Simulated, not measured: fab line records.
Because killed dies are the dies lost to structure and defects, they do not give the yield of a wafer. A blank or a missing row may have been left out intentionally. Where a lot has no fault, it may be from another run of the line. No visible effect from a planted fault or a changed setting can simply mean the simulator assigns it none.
Chamber matching :: flow nandHarc :: cmp-01 running NHARC_P_CONTACT_CMP_24: 4 sister chambers
The step polishes, t overpolish 30 s, target thk 200 nm. 8 wafers are shown with their chamber, then 7 later ones without.

## WAFERS PAIRED WITH THEIR CHAMBERS
wafer: L198.1
chamber: 3
motorCurrentA (A): 12.2
timeToEndpointS (s): 43.3

wafer: L198.2
chamber: 1
motorCurrentA (A): 13.7
timeToEndpointS (s): 37.9

wafer: L198.4
chamber: 2
motorCurrentA (A): 10.4
timeToEndpointS (s): 39.2

wafer: L205.1
chamber: 0
motorCurrentA (A): 11.1
timeToEndpointS (s): 41.0

wafer: L205.3
chamber: 1
motorCurrentA (A): 13.9
timeToEndpointS (s): 35.1

wafer: L205.4
chamber: 2
motorCurrentA (A): 11.2
timeToEndpointS (s): 36.3

wafer: L206.3
chamber: 0
motorCurrentA (A): 11.6
timeToEndpointS (s): 37.5

wafer: L206.5
chamber: 3
motorCurrentA (A): 12.1
timeToEndpointS (s): 38.1

## WAFERS WHOSE CHAMBER IS MISSING
wafer: L206.6
motorCurrentA (A): 11.7
timeToEndpointS (s): 40.4

wafer: L209.1
motorCurrentA (A): 13.8
timeToEndpointS (s): 37.6

wafer: L209.2
motorCurrentA (A): 10.9
timeToEndpointS (s): 38.5

wafer: L209.4
motorCurrentA (A): 11.5
timeToEndpointS (s): 40.0

wafer: L210.1
motorCurrentA (A): 12.3
timeToEndpointS (s): 36.4

wafer: L210.2
motorCurrentA (A): 11.1
timeToEndpointS (s): 39.2

wafer: L210.4
motorCurrentA (A): 12.4
timeToEndpointS (s): 38.0

## THE CHAMBER EACH PASSED THROUGH
wafer: L206.6
from the rows above: can't be placed: 0 or 3 or 2
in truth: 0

wafer: L209.1
from the rows above: 1
in truth: 1

wafer: L209.2
from the rows above: can't be placed: 2 or 0
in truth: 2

wafer: L209.4
from the rows above: can't be placed: 0 or 3 or 2
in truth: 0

wafer: L210.1
from the rows above: can't be placed: 3 or 0
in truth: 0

wafer: L210.2
from the rows above: can't be placed: 0 or 2
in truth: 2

wafer: L210.4
from the rows above: can't be placed: 3 or 0
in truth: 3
Placed correctly: 1 of 7. From these rows, 6 cannot be placed; in 6 the true chamber is one of the candidates. Wrongly placed: 0.
How it was worked out, from the rows above alone: a wafer's distance from a chamber is the root of the sum, over the readings, of the square of ((its reading less the chamber's mean) divided by the reading's scatter). The wafer belongs to the nearest chamber; if the next one is less than 2 further off, it can't be placed. The mean given for a chamber averages the wafers shown for that chamber. The scatter: take each reading less its chamber's mean, square it, sum over the shown wafers, divide by the number of wafers less the number of chambers, and take the root.
